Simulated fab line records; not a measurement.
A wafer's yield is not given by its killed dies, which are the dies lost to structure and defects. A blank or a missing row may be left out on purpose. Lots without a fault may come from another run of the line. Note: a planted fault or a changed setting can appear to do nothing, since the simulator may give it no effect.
Chamber matching ; flow nand_harc ; 7 sister chambers for NHARC_A_STAIRCASE_STRIP_255 on wet_bench-07
The step strips in SPM, time 900 s. 14 wafers are shown with their chamber, then 7 later ones without.

== EACH WAFER AND ITS CHAMBER ==
wafer;chamber;bath_guard_temp_C (C)
L476.1;4;130.1
L476.3;5;129.3
L476.5;6;130.5
L477.1;7;129.7
L477.2;0;129.6
L477.3;1;129.5
L479.1;4;130.0
L479.2;2;129.8
L479.3;0;129.7
L480.1;4;130.1
L480.4;5;129.6
L480.6;6;130.2
L484.2;2;130.2
L484.5;0;129.8

SIGNATURES, as means of the wafers listed above
reading;chamber 0;chamber 1;chamber 2;chamber 4;chamber 5;chamber 6;chamber 7;scatter within a chamber
bath_guard_temp_C;129.700;129.500;130.000;130.067;129.450;130.350;129.700;0.168
Rule: a wafer's distance from a chamber is the root of the sum, over the readings, of the square of ((its reading less the chamber's mean) divided by the reading's scatter). If the next closest chamber is less than 2 further off than the closest, the wafer can't be placed; otherwise it belongs to the closest. The scatter is the square root of a quotient: the sum, over the shown wafers, of each reading's squared deviation from its chamber's mean, divided by wafers minus chambers.

== WAFERS MISSING THEIR CHAMBER ==
wafer;bath_guard_temp_C (C)
L484.6;129.4
L485.4;129.7
L485.5;129.6
L485.6;130.1
L497.3;129.5
L497.4;129.5
L497.6;129.5

== THE CHAMBER EACH PASSED THROUGH ==
wafer;from the rows above;in truth
L484.6;can't be placed: 5 or 1 or 0 or 7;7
L485.4;can't be placed: 0 or 7 or 1 or 5 or 2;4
L485.5;can't be placed: 0 or 1 or 7 or 5 or 2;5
L485.6;can't be placed: 4 or 2 or 6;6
L497.3;can't be placed: 1 or 5 or 0 or 7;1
L497.4;can't be placed: 1 or 5 or 0 or 7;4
L497.6;can't be placed: 1 or 5 or 0 or 7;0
Placed correctly: 0 of 7. Cannot be placed on the basis of these rows: 7; the candidates contain the true chamber in 5. Number placed wrongly: 0.
